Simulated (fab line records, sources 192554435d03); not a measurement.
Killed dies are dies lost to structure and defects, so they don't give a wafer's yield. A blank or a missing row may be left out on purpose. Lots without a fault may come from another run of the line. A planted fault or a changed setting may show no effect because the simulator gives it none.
Problem report in the 8D (eight disciplines) form, filled by code | flow n5_finfet | the parts of the form that need people (team, actions taken, sign-off) are left out

1. THE PROBLEM
IOFF_N at N5_BEOL_M4_RC_MEAS_101 reads a mean of 0.375 nA/um on 2 wafers of 1 lot; wafers without a fault read 0.154 nA/um with a standard deviation of 0.028. That is +7.9 standard deviations from the usual mean.
First seen on wafer L958.1, day 15 03:25, on prober-02. The record holds 27 wafers of 9 lots with a number at this step. Rule for "out", or "out of limits": more than 4 standard deviations from the usual mean. The other wafers with a number count as sound.

2. WHAT IT IS AND WHAT IT IS NOT
question                    | is                                                                                                                             | is not
which readings at this step | IOFF_N, DIBL_N, IOFF_N_85C, IOFF_N_LIN, IOFF_P, IOFF_P_85C, IOFF_P_LIN, ION_N, ION_P, REXT_N, REXT_P, VT_N_LVT, VT_P, VT_P_LVT | -
which lots                  | L958                                                                                                                           | L941, L945, L946, L947, L949, L950, L951, L952
which wafers of those lots  | L958.1, L958.4                                                                                                                 | L958.2
read on which gauges        | prober-02                                                                                                                      | prober-01
when                        | from day 15 03:25                                                                                                              | up to then (25 sound wafers)

3. SUSPECTS, AND WHAT RULES EACH OUT
Counting: a tool at a process step up to the reading stays a suspect if it ran every lot that is out. Sound lots after the first of them don't rule it out here, since some wafers of a struck lot are sound.
- the gauge at N5_BEOL_M4_RC_MEAS_101: kept. All the wafers that are out were read on prober-02, and no step on other tools shows them out.
- ald_sin-03 at N5_SPACER0_ALD_08 (deposits SiNx, target thk 2 nm): kept. It ran the lot that is out, L958 (day 7 13:49); its last sound lot up to then is L951 (day 5 19:38).
- pvd_sputter-01 at N5_BEOL_M4_SPUTTER_86 (material Cu, target thk 4.5 nm, time 8.29 s): kept. It ran the lot that is out, L958 (day 15 01:08); its last sound lot up to then is L952 (day 13 09:50).
- pvd_sputter-01 at N5_BEOL_M4_SPUTTER_90 (material Cu, target thk 4.5 nm, time 8.29 s): kept. It ran the lot that is out, L958 (day 15 01:34); its last sound lot up to then is L952 (day 13 10:16).
- Within ald_sin-03 at N5_SPACER0_ALD_08: the wafers that are out ran in chambers 2, 3; their sound lot-mates ran in chamber 0.
Left after counting: ald_sin-03 at N5_SPACER0_ALD_08, pvd_sputter-01 at N5_BEOL_M4_SPUTTER_86, pvd_sputter-01 at N5_BEOL_M4_SPUTTER_90, prober-02 at N5_BEOL_M4_RC_MEAS_101.

4. THE CAUSE (what the simulator had put in)
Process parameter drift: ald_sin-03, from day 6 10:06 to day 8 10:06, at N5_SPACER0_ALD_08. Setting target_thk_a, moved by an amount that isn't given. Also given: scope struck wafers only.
Counting left 4 suspects, and this tool is among them.

5. THE CHAIN OF EFFECTS, in route order
Each row: a reading whose mean over the struck wafers that have a number lies more than 3 standard deviations from the usual. Only readings for which the record gives a usual standard deviation are gone through. hours: the time from each lot's start at the first step in this table that gives one to its start at this step, as a median over the lots. sigmas: the change in usual standard deviations.
hours | step                    | reading            | usual        | on struck wafers | change | sigmas
0     | N5_BEOL_M4_RC_MEAS_101  | DIBL_N             | 36.0 mV/V    | 44.9             | +8.9   | +5.2
0     | N5_BEOL_M4_RC_MEAS_101  | DIBL_P             | 36.2 mV/V    | 43.5             | +7.2   | +3.8
0     | N5_BEOL_M4_RC_MEAS_101  | IOFF_N             | 0.154 nA/um  | 0.375            | +0.221 | +7.9
0     | N5_BEOL_M4_RC_MEAS_101  | IOFF_N_85C         | 3.0 nA/um    | 6.3              | +3.3   | +7.5
0     | N5_BEOL_M4_RC_MEAS_101  | IOFF_N_LIN         | 0.071 nA/um  | 0.147            | +0.076 | +7.6
0     | N5_BEOL_M4_RC_MEAS_101  | IOFF_P             | 0.21 nA/um   | 0.50             | +0.29  | +8.1
0     | N5_BEOL_M4_RC_MEAS_101  | IOFF_P_85C         | 3.6 nA/um    | 7.5              | +3.9   | +7.3
0     | N5_BEOL_M4_RC_MEAS_101  | IOFF_P_LIN         | 0.099 nA/um  | 0.205            | +0.106 | +7.6
0     | N5_BEOL_M4_RC_MEAS_101  | ION_N              | 675 uA/um    | 734              | +58    | +5.3
0     | N5_BEOL_M4_RC_MEAS_101  | ION_P              | 463 uA/um    | 507              | +44    | +5.3
0     | N5_BEOL_M4_RC_MEAS_101  | REXT_N             | 75.6 ohm.um  | 65.3             | -10.3  | -6.4
0     | N5_BEOL_M4_RC_MEAS_101  | REXT_P             | 100.1 ohm.um | 87.1             | -13.0  | -5.2
0     | N5_BEOL_M4_RC_MEAS_101  | SS_P               | 73.2 mV/dec  | 75.1             | +1.9   | +3.4
0     | N5_BEOL_M4_RC_MEAS_101  | VT_N               | 250.2 mV     | 237.2            | -13.0  | -4.3
0     | N5_BEOL_M4_RC_MEAS_101  | VT_N_LVT           | 99.5 mV      | 84.1             | -15.4  | -5.3
0     | N5_BEOL_M4_RC_MEAS_101  | VT_P               | -251 mV      | -236             | +16    | +4.2
0     | N5_BEOL_M4_RC_MEAS_101  | VT_P_LVT           | -99 mV       | -82              | +17    | +5.5
122   | N5_PASSIVATION_PROBE_49 | sort_bin_4_leakage | 0.00 %       | 9.06             | +9.06  | +99 or more
122   | N5_PASSIVATION_PROBE_49 | sort_n_pass        | 1073         | 941              | -132   | -8.2
122   | N5_PASSIVATION_PROBE_49 | sort_yield_pct     | 90.9 %       | 79.8             | -11.2  | -8.0
The process steps in it:
- N5_PASSIVATION_PROBE_49

6. WHAT WOULD HAVE CAUGHT IT SOONER
In this record the first reading out of limits at a measuring or inspecting step was taken at day 15 03:25, 209 hours after the fault began at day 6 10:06.
Of the tool readings at N5_SPACER0_ALD_08 for which the record gives a usual standard deviation, none was out on any struck wafer, so an alarm limit of 4 standard deviations on them would not have fired.
All the lots that are out (1) had begun N5_SPACER0_ALD_08 on ald_sin-03 by day 15 03:25. A hold on the tool at that time would have spared none of them.
